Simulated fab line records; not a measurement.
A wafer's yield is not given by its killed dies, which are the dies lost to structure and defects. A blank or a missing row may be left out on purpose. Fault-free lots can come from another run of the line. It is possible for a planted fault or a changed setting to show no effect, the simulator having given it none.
fab line records + flow n5_finfet
record:
- lots: 5
- wafers: 15
- last_day: 17
route steps=1938 shown WELL_APT@35 PMOS_HMC_CHANNEL_EPI@57 BEOL_M4@1111 PASSIVATION@1936
lots untouched by any fault: they come from a run of this same line in which no faults occurred
start_h: start of the lot's first displayed wafer, in hours after the record's first day + wait_h: hours from the lot's prior step to this one + " same as the row above + L1.1+2: a single row standing in for several wafers + - either no value or no given start + * or withheld: withheld + < > ~ a bound
route shown NAME@n: NAME is a module with steps in the file, n the number in the route of the first one + usual: mean and standard deviation over wafers with no fault + same: alike in all rows + chamber/n: place in a boat + sites: the reading at each site + _std_site: the values' standard deviation + _edge_site: inner sites' mean taken away from outer sites' mean + radius_mm: for every site, how far away it sits from the centre of the wafer + mask NAME#n: copy n + behind: the tool/chamber that last shaped the wafer + hold: what put the lot on hold/how long, in hours/how the hold closed + device: whichever transistor did not switch (one of n, p or np) + end of line: at the end of the route, the tests of the same wafers + step lacking rows: just its recipe + killed: the dies lost at the first sort to structure and to defects; this is not the yield of the wafer + map: shows each die of a wafer: x if killed, . if not, _ if none is there
set.NAME: the setting as run; set.NAME@STEP: as run at that earlier step + model.NAME: the simulator's own value behind a step, which no gauge read
lots at selected steps of the route; one table per step, one row per wafer
== steps ==
step: N5_WELL_APT_HMDS_18
recipe:
- time_s: 60
- temp_c: 120
step: N5_WELL_APT_COAT_19
recipe:
- spin_rpm: 1357
- resist_thk_nm: 950
step: N5_WELL_APT_EBR_21
recipe:
- solvent: PGMEA
- ebr_width_mm: 1.5
step: N5_WELL_APT_SOFTBAKE_20
recipe:
- temp_c: 130
- time_s: 60
step: N5_WELL_APT_EXPOSE_22
recipe:
- mask_id: PWELL
- na: 0.8
- source_shape: conventional
- sigma_outer: 0.8
- polarization: unpolarized
- defocus_nm: 0
- target_cd_nm: 200
- dose_mj: 23.2
step: N5_WELL_APT_PEB_23
recipe:
- peb_temp_c: 130
- peb_time_s: 90
step: N5_WELL_APT_DEVELOP_24
recipe:
- develop_time_s: 45
- rinse_liquid: surfactant_rinse
- dry: air_spin
- dev_temp_c: 21
step: N5_WELL_APT_HARDBAKE_29
recipe:
- temp_c: 130
- time_s: 120
step: N5_WELL_APT_DESCUM_30
recipe:
- chemistry: O2
- time_s: 7.9
- source_power_w: 50
- bias_power_w: 20
- pressure_mtorr: 20
- rf_frequency_hz: 2.712e+07
- temp_c: 40
- o2_flow_sccm: 225
step: N5_WELL_APT_IMPLANT_31
recipe:
- species: B
- energy_kev: 60
- dose_cm2: 1.5e+13
- tilt_deg: 0
- rotation_deg: 0
usual:
- dose_ions_cm2: 1.5e+13/1.3e+10
- faraday_current_uA: 190/3.8
| lot.wafer | tool         | chamber | start_h | wait_h | dose_ions_cm2 | faraday_current_uA |
|-----------|--------------|---------|---------|--------|---------------|--------------------|
| L782.1    | implanter-01 | 0       | 39.14   | 0.1    | 1.5007e+13    | 190                |
| L782.5    | "            | 0       | "       | "      | 1.5033e+13    | 194                |
| L782.6    | "            | 0       | "       | "      | 1.5015e+13    | 185                |
| L790.3    | implanter-01 | 0       | 87.44   | 0.1    | 1.9881e+13    | 248                |
| L790.4    | "            | 0       | "       | "      | 1.9894e+13    | 250                |
| L790.5    | "            | 0       | "       | "      | 1.9899e+13    | 242                |
| L791.3    | implanter-01 | 0       | 93.22   | 0.1    | 1.9885e+13    | 259                |
| L791.5    | "            | 0       | "       | "      | 1.989e+13     | 257                |
| L791.6    | "            | 0       | "       | "      | 1.9909e+13    | 243                |
| L792.1    | implanter-01 | 0       | 99.43   | 0.1    | 1.9862e+13    | 260                |
| L792.3    | "            | 0       | "       | "      | 1.99e+13      | 255                |
| L792.4    | "            | 0       | "       | "      | 1.99e+13      | 248                |
| L798.2    | implanter-02 | 0       | 135.86  | 0.1    | 1.4998e+13    | 189                |
| L798.3    | "            | 0       | "       | "      | 1.4991e+13    | 185                |
| L798.4    | "            | 0       | "       | "      | 1.5005e+13    | 193                |
step: N5_WELL_APT_IMPLANT_32
recipe:
- species: BF2
- energy_kev: 50
- dose_cm2: 2e+13
- tilt_deg: 0
- rotation_deg: 0
step: N5_WELL_APT_STRIP_33
recipe:
- chemistry: SPM
- time_s: 900
- temp_c: 130
- h2so4_h2o2_vol_ratio: 4
- dry: ipa_marangoni
step: N5_WELL_APT_RTA_34
recipe:
- temp_c: 1000
- time_s: 10
- ambient: N2
- idle_temp_c: 600
- ramp_up_c_per_s: 150
- ramp_down_c_per_s: 60
- cool_to_c: 600
step: N5_WELL_APT_OXIDE_STRIP_42
recipe:
- chemistry: dHF
- dilution: 25:1
- time_s: 45
- temp_c: 25
- target: SiO2
- target_depth_a: 120
step: N5_WELL_APT_PRECLEAN_36
recipe:
- chemistry: O3/DIW
- time_s: 45
- temp_c: 22
- o3_ppm: 10
step: N5_WELL_APT_PRECLEAN_39
recipe:
- chemistry: dHF
- time_s: 60
- dilution: 150:1
- temp_c: 25
step: N5_WELL_APT_SRD_37
recipe:
- dry: ipa_marangoni
- do_ppb: 5
- time_s: 30
- temp_c: 23
- rinse_liquid: diw
step: N5_WELL_APT_EPI_41
recipe:
- material: Si
- target_thk_a: 500
- temp_c: 650
- precursor: SiH4/H2
- pressure_torr: 20
- time_s: 297.7
step: N5_PMOS_HMC_CHANNEL_EPI_HM_DEP_34
recipe:
- material: SiO2
- target_thk_a: 360
- temp_c: 400
- precursor: TEOS/O2
- pressure_torr: 6.5
- rf_w: 900
- teos_flow_sccm: 161.4
- gas: O2
- flow_sccm: 2650
- time_s: 6.9
step: N5_PMOS_HMC_CHANNEL_EPI_COAT_31
recipe:
- resist: BARC
- temp_c: 205
- time_s: 60
- spin_rpm: 1500
- resist_thk_nm: 66
step: N5_PMOS_HMC_CHANNEL_EPI_COAT_03
recipe:
- resist: CAR-ArF-block
- spin_rpm: 1500
- resist_thk_nm: 205
step: N5_PMOS_HMC_CHANNEL_EPI_EBR_05
recipe:
- solvent: PGMEA
- ebr_width_mm: 1.5
step: N5_PMOS_HMC_CHANNEL_EPI_SOFTBAKE_04
recipe:
- temp_c: 110
- time_s: 60
- resist: CAR-ArF-block
step: N5_PMOS_HMC_CHANNEL_EPI_EXPOSE_06
recipe:
- mask_id: PMOS_HMC_BLK
- na: 1.35
- source_shape: conventional
- sigma_outer: 0.8
- polarization: unpolarized
- target_cd_nm: 240
- dose_mj: 41
step: N5_PMOS_HMC_CHANNEL_EPI_PEB_07
recipe:
- peb_temp_c: 110
- peb_time_s: 60
- resist: CAR-ArF-block
step: N5_PMOS_HMC_CHANNEL_EPI_DEVELOP_08
recipe:
- develop_time_s: 30
- developer: TMAH
- resist: CAR-ArF-block
- dev_temp_c: 23
- rinse_liquid: diw
- dry: air_spin
step: N5_PMOS_HMC_CHANNEL_EPI_DESCUM_14
recipe:
- chemistry: O2
- time_s: 7.9
- source_power_w: 50
- bias_power_w: 20
- pressure_mtorr: 20
- rf_frequency_hz: 2.712e+07
- temp_c: 40
- resist: CAR-ArF-block
- o2_flow_sccm: 225
step: N5_PMOS_HMC_CHANNEL_EPI_ETCH_32
recipe:
- chemistry: N2/H2
- target: BARC
- stop_on: SiO2
- target_depth_a: 858
- over_etch_frac: 0.3
- time_s: 50.3
- ion_energy_ev: 200
- mask_material: CAR-ArF-block
- pressure_mtorr: 30
- source_w: 840
- bias_w: 150
- n2_flow_sccm: 200
- h2_flow_sccm: 200
step: N5_PMOS_HMC_CHANNEL_EPI_HM_OPEN_15
recipe:
- chemistry: CHF3/O2
- target: SiO2
- mask_material: CAR-ArF-block
- target_depth_a: 406
- CHF3_flow_sccm: 50
- O2_flow_sccm: 5
- Ar_flow_sccm: 200
- time_s: 20.3
- pressure_mtorr: 30
- source_w: 650
- bias_w: 170
- ion_energy_ev: 200
step: N5_PMOS_HMC_CHANNEL_EPI_STRIP_33
recipe:
- chemistry: N2/H2
- power_w: 500
- temp_c: 40
- pressure_mtorr: 50
- rf_frequency_hz: 6e+07
- overash_fraction: 0.3
- bias_power_w: 8
- h2_frac: 0.5
- n2_flow_sccm: 300
- h2_flow_sccm: 300
step: N5_PMOS_HMC_CHANNEL_EPI_STRIP_17
recipe:
- chemistry: SPM
- time_s: 750
- temp_c: 130
- h2so4_h2o2_vol_ratio: 4
- dry: ipa_marangoni
step: N5_PMOS_HMC_CHANNEL_EPI_ETCH_38
recipe:
- chemistry: CF4
- target: SiO2
- target_depth_a: 15
- ion_energy_ev: 350
- pressure_mtorr: 10
- icp_w: 800
- bias_w: 400
- cf4_flow_sccm: 80
step: N5_PMOS_HMC_CHANNEL_EPI_FIN_RECESS_16
recipe:
- chemistry: HBr/Cl2
- target: Si
- mask_material: SiO2
- target_depth_a: 540
- time_s: 18
- pressure_mtorr: 10
- icp_w: 800
- bias_w: 75
- HBr_flow_sccm: 150
- Cl2_flow_sccm: 80
step: N5_PMOS_HMC_CHANNEL_EPI_PRECLEAN_36
recipe:
- chemistry: O3/DIW
- time_s: 45
- temp_c: 22
- o3_ppm: 10
step: N5_PMOS_HMC_CHANNEL_EPI_PRECLEAN_18
recipe:
- chemistry: DHF
- time_s: 30
- temp_c: 25
- dilution: withheld
step: N5_BEOL_M4_RC_MEAS_101
usual:
- DIBL_N: 36.1/2
- DIBL_P: 36.3/2.4
- IOFF_N: 0.15/0.035
- IOFF_P: 0.21/0.039
- ION_N: 672/15
- ION_P: 463/9.7
- RS_PWELL: 3003/28
- SS_N: 71.5/0.7
- SS_P: 73.2/0.75
- VT_N: 251/3.6
- VT_P: -250/3.8
| lot.wafer | tool      | chamber | start_h | wait_h | DIBL_N[mV/V] | DIBL_P[mV/V] | IOFF_N[nA/um] | IOFF_P[nA/um] | ION_N[uA/um] | ION_P[uA/um] | RS_PWELL[ohm/sq] | SS_N[mV/dec] | SS_P[mV/dec] | VT_N[mV] | VT_P[mV] |
|-----------|-----------|---------|---------|--------|--------------|--------------|---------------|---------------|--------------|--------------|------------------|--------------|--------------|----------|----------|
| L782.1    | prober-01 | 0       | 195.89  | 0.0    | 32.8         | 34.1         | 0.11          | 0.17          | 658          | 454          | 3061             | 70.9         | 72.7         | 254      | -253     |
| L782.5    | "         | 0       | "       | "      | 36.6         | 38.6         | 0.17          | 0.23          | 672          | 458          | 3017             | 71.7         | 73.2         | 248      | -250     |
| L782.6    | "         | 0       | "       | "      | 34.1         | 34.9         | 0.11          | 0.17          | 646          | 450          | 2984             | 70.0         | 73.2         | 255      | -254     |
| L790.3    | prober-01 | 0       | 246.33  | 0.3    | 37.6         | 37.9         | 0.19          | 0.24          | 694          | 479          | 2521             | 72.0         | 73.2         | 244      | -249     |
| L790.4    | "         | 0       | "       | "      | 37.0         | 36.2         | 0.17          | 0.22          | 668          | 458          | 2519             | 71.9         | 74.1         | 248      | -248     |
| L790.5    | "         | 0       | "       | "      | 37.8         | 37.2         | 0.19          | 0.24          | 712          | 479          | 2529             | 71.9         | 72.9         | 248      | -249     |
| L792.1    | prober-02 | 0       | 252.27  | 0.0    | 38.5         | 39.4         | 0.20          | 0.28          | 689          | 476          | 2521             | 72.4         | 74.1         | 246      | -246     |
| L792.3    | "         | 0       | "       | "      | 35.3         | 34.9         | 0.14          | 0.20          | 674          | 461          | 2512             | 70.5         | 72.4         | 250      | -251     |
| L792.4    | "         | 0       | "       | "      | 35.0         | 34.5         | 0.14          | 0.19          | 667          | 458          | 2506             | 71.3         | 72.0         | 254      | -251     |
| L791.3    | prober-01 | 0       | 252.73  | 0.3    | 37.6         | 38.2         | 0.19          | 0.26          | 683          | 467          | 2515             | 71.0         | 74.0         | 246      | -246     |
| L791.5    | "         | 0       | "       | "      | 35.7         | 35.8         | 0.15          | 0.22          | 678          | 473          | 2494             | 70.3         | 73.6         | 251      | -250     |
| L791.6    | "         | 0       | "       | "      | 34.6         | 34.8         | 0.14          | 0.20          | 672          | 464          | 2528             | 69.9         | 73.4         | 250      | -248     |
| L798.2    | prober-02 | 0       | 287.76  | 0.2    | 34.8         | 35.7         | 0.15          | 0.20          | 672          | 462          | 3038             | 71.9         | 73.3         | 249      | -253     |
| L798.3    | "         | 0       | "       | "      | 34.1         | 34.4         | 0.13          | 0.18          | 670          | 461          | 3006             | 70.5         | 73.1         | 253      | -253     |
| L798.4    | "         | 0       | "       | "      | 32.9         | 33.3         | 0.11          | 0.16          | 663          | 462          | 3035             | 70.8         | 71.8         | 254      | -254     |
step: N5_PASSIVATION_PROBE_49
usual:
- defect_limited_yield: 91.1/1.6
- killed_at_M0_to_M3: 35/11
- killed_at_M4_up: 13/5.4
- killed_at_contacts: 13/6.5
- killed_at_front_end: 40/14
- killed_at_other: 4/3.1
- killed_dies: 105/18
- killed_open: 69/14
- killed_short: 34/7.3
- sort_bin_5_function: 5.2/0.96
- sort_bin_6_memory: 3.4/0.77
- sort_bin_8_speed: 0.02/0.13
- sort_n_pass: 1075/19
- sort_yield_pct: 91.1/1.6
same:
- gross_dies: 1180
- killed_at_back_side: 0
- sort_bin_4_leakage[%]: 0
| lot.wafer | tool      | chamber | start_h | wait_h | defect_limited_yield[%] | killed_at_M0_to_M3 | killed_at_M4_up | killed_at_contacts | killed_at_front_end | killed_at_other | killed_dies | killed_open | killed_short | sort_bin_5_function[%] | sort_bin_6_memory[%] | sort_bin_8_speed[%] | sort_n_pass | sort_yield_pct[%] |
|-----------|-----------|---------|---------|--------|-------------------------|--------------------|-----------------|--------------------|---------------------|-----------------|-------------|-------------|--------------|------------------------|----------------------|---------------------|-------------|-------------------|
| L782.1    | prober-02 | -       | 303.50  | 0.0    | 91.9                    | 30                 | 7               | 9                  | 49                  | 0               | 95          | 61          | 31           | 4.5                    | 3.3                  | 0                   | 1085        | 91.9              |
| L782.5    | prober-02 | -       | 303.70  | 0.2    | 92.0                    | 42                 | 4               | 10                 | 28                  | 10              | 94          | 60          | 32           | 4.5                    | 3.4                  | 0                   | 1086        | 92.0              |
| L782.6    | prober-02 | -       | 303.75  | 0.3    | 92.8                    | 31                 | 10              | 8                  | 33                  | 3               | 85          | 57          | 27           | 4.3                    | 2.5                  | 0                   | 1095        | 92.8              |
| L790.3    | prober-02 | -       | 357.30  | 0.1    | 92.5                    | 24                 | 18              | 9                  | 36                  | 2               | 89          | 61          | 27           | 4.8                    | 2.5                  | 0                   | 1091        | 92.5              |
| L790.4    | prober-02 | -       | 357.35  | 0.2    | 93.0                    | 23                 | 20              | 8                  | 29                  | 3               | 83          | 51          | 31           | 4.2                    | 2.6                  | 0                   | 1097        | 93.0              |
| L790.5    | prober-02 | -       | 357.40  | 0.2    | 89.4                    | 33                 | 21              | 6                  | 63                  | 2               | 125         | 72          | 50           | 6.1                    | 3.6                  | 0                   | 1055        | 89.4              |
| L792.1    | prober-02 | -       | 363.98  | 0.0    | 90.8                    | 29                 | 9               | 20                 | 49                  | 1               | 108         | 70          | 36           | 6.0                    | 2.6                  | 0                   | 1072        | 90.8              |
| L792.3    | prober-02 | -       | 364.08  | 0.1    | 89.6                    | 27                 | 14              | 18                 | 64                  | 0               | 123         | 84          | 39           | 5.5                    | 4.4                  | 0                   | 1057        | 89.6              |
| L792.4    | prober-02 | -       | 364.13  | 0.2    | 91.4                    | 23                 | 10              | 20                 | 48                  | 1               | 102         | 60          | 41           | 6.2                    | 2.0                  | 0                   | 1078        | 91.4              |
| L791.3    | prober-02 | -       | 367.98  | 0.1    | 91.9                    | 39                 | 15              | 12                 | 27                  | 2               | 95          | 67          | 27           | 4.8                    | 3.1                  | 0                   | 1085        | 91.9              |
| L791.5    | prober-02 | -       | 368.08  | 0.2    | 89.8                    | 46                 | 22              | 13                 | 35                  | 4               | 120         | 88          | 32           | 5.5                    | 4.2                  | 0                   | 1060        | 89.8              |
| L791.6    | prober-02 | -       | 368.13  | 0.3    | 91.0                    | 49                 | 19              | 9                  | 24                  | 5               | 106         | 64          | 41           | 4.5                    | 4.2                  | 0                   | 1074        | 91.0              |
killed by level:class
L782.1 FIN_SAQP:geometric_particle:open=12 FIN_SAQP:geometric_particle:short=10 STI_FIN_REVEAL:geometric_particle:open=10 BEOL_M0_SAQP:geometric_particle:short=10 BEOL_M0_SAQP:geometric_particle:open=8 MOL_CONTACT_COAG:geometric_particle:open=7 DUMMY_GATE:geometric_particle:open=5 BEOL_M3:geometric_particle:open=4
L782.5 BEOL_M3:geometric_particle:open=11 MOL_CONTACT_COAG:geometric_particle:open=8 BEOL_M0_SAQP:geometric_particle:short=8 FIN_SAQP:geometric_particle:open=6 BEOL_M1:geometric_particle:open=6 DUMMY_GATE:geometric_particle:open=5 BEOL_M0_SAQP:geometric_particle:open=5 BEOL_M2:geometric_particle:open=5
L782.6 STI_FIN_REVEAL:geometric_particle:open=10 BEOL_M0_SAQP:geometric_particle:open=9 BEOL_M0_SAQP:geometric_particle:short=6 BEOL_M3:geometric_particle:open=6 FIN_SAQP:geometric_particle:open=5 FIN_SAQP:geometric_particle:short=5 MOL_CONTACT_COAG:geometric_particle:open=5 STI_FIN_REVEAL:geometric_particle:short=3
L790.3 BEOL_M2:geometric_particle:open=11 BEOL_M4:geometric_particle:open=10 MOL_CONTACT_COAG:geometric_particle:open=8 FIN_SAQP:geometric_particle:open=7 FIN_SAQP:geometric_particle:short=7 STARTING-WAFER:geometric_particle:short=7 GATE_CUT:geometric_particle:short=5 BEOL_M3:geometric_particle:open=4
L790.4 FIN_SAQP:geometric_particle:short=10 BEOL_M4:geometric_particle:open=9 DUMMY_GATE:geometric_particle:open=7 BEOL_M2:geometric_particle:short=6 BEOL_M2:geometric_particle:open=6 MOL_CONTACT_COAG:geometric_particle:open=5 FIN_SAQP:geometric_particle:open=4 BEOL_M3:geometric_particle:open=4
L790.5 FIN_SAQP:geometric_particle:short=14 GATE_CUT:geometric_particle:short=9 BEOL_M2:geometric_particle:open=9 BEOL_M4:geometric_particle:open=9 STI_FIN_REVEAL:geometric_particle:open=7 FIN_SAQP:geometric_particle:open=6 BEOL_M4:geometric_particle:short=6 MOL_CONTACT_COAG:geometric_particle:open=6
L792.1 MOL_CONTACT_COAG:geometric_particle:open=18 FIN_SAQP:geometric_particle:open=12 BEOL_M0_SAQP:geometric_particle:short=11 STI_FIN_REVEAL:geometric_particle:open=9 FIN_SAQP:geometric_particle:short=7 GATE_CUT:geometric_particle:short=6 BEOL_M0_SAQP:geometric_particle:open=6 BEOL_M3:geometric_particle:open=5
L792.3 FIN_SAQP:geometric_particle:open=18 FIN_SAQP:geometric_particle:short=15 MOL_CONTACT_COAG:geometric_particle:open=13 STI_FIN_REVEAL:geometric_particle:open=11 BEOL_M0_SAQP:geometric_particle:open=11 BEOL_M4:geometric_particle:open=10 GATE_CUT:geometric_particle:short=6 BEOL_M0_SAQP:geometric_particle:short=6
L792.4 MOL_CONTACT_COAG:geometric_particle:open=14 STI_FIN_REVEAL:geometric_particle:open=10 FIN_SAQP:geometric_particle:short=7 BEOL_M0_SAQP:geometric_particle:short=7 MOL_CONTACT_COAG:geometric_particle:short=6 DUMMY_GATE:geometric_particle:open=5 BEOL_M2:geometric_particle:open=5 FIN_SAQP:geometric_particle:open=4
L791.3 BEOL_M1:geometric_particle:open=17 MOL_CONTACT_COAG:geometric_particle:open=8 FIN_SAQP:geometric_particle:open=7 BEOL_M2:geometric_particle:open=6 BEOL_M4:geometric_particle:open=5 BEOL_M5:geometric_particle:open=5 FIN_SAQP:geometric_particle:short=4 BEOL_M2:geometric_particle:short=4
L791.5 BEOL_M1:geometric_particle:open=22 STI_FIN_REVEAL:geometric_particle:open=14 BEOL_M4:geometric_particle:open=10 BEOL_M0_SAQP:geometric_particle:short=8 MOL_CONTACT_COAG:geometric_particle:open=7 BEOL_M2:geometric_particle:open=7 MOL_CONTACT_COAG:geometric_particle:short=6 BEOL_M5:geometric_particle:open=5
L791.6 BEOL_M0_SAQP:geometric_particle:short=15 BEOL_M0_SAQP:geometric_particle:open=11 MOL_CONTACT_COAG:geometric_particle:open=9 BEOL_M2:geometric_particle:open=9 FIN_SAQP:geometric_particle:open=8 BEOL_M1:geometric_particle:open=6 BEOL_M4:geometric_particle:open=5 BEOL_M5:geometric_particle:open=4
== key ==
first_sign:
- step: N5_WELL_APT_IMPLANT_31
- reading: dose_ions_cm2
- direction: up
- sigmas: 99+
- usual: 1.5e+13
- struck: 1.9891e+13
effect:
- step: N5_WELL_APT_IMPLANT_31
- reading: faraday_current_uA
- direction: up
- sigmas: 16
- usual: 190
- struck: 251
effect:
- step: N5_BEOL_M4_RC_MEAS_101
- reading: RS_PWELL
- direction: down
- sigmas: 17
- usual: 3003
- struck: 2516
met_at N5_WELL_APT_IMPLANT_31
struck_wafers L790.3,L790.4,L790.5,L791.3,L791.5,L791.6,L792.1,L792.3,L792.4
onset_between 39.14 87.44
fault:
- kind: process_parameter_drift
- tool: implanter-01
- chamber: -
- onset_h: 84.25
- steps: N5_WELL_APT_IMPLANT_31
- channel: dose_cm2
- offset: 4.8855e+12
- shape: step
- end_h: 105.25
- acts_in: these_recipes_only
- stated: 1.5e+13
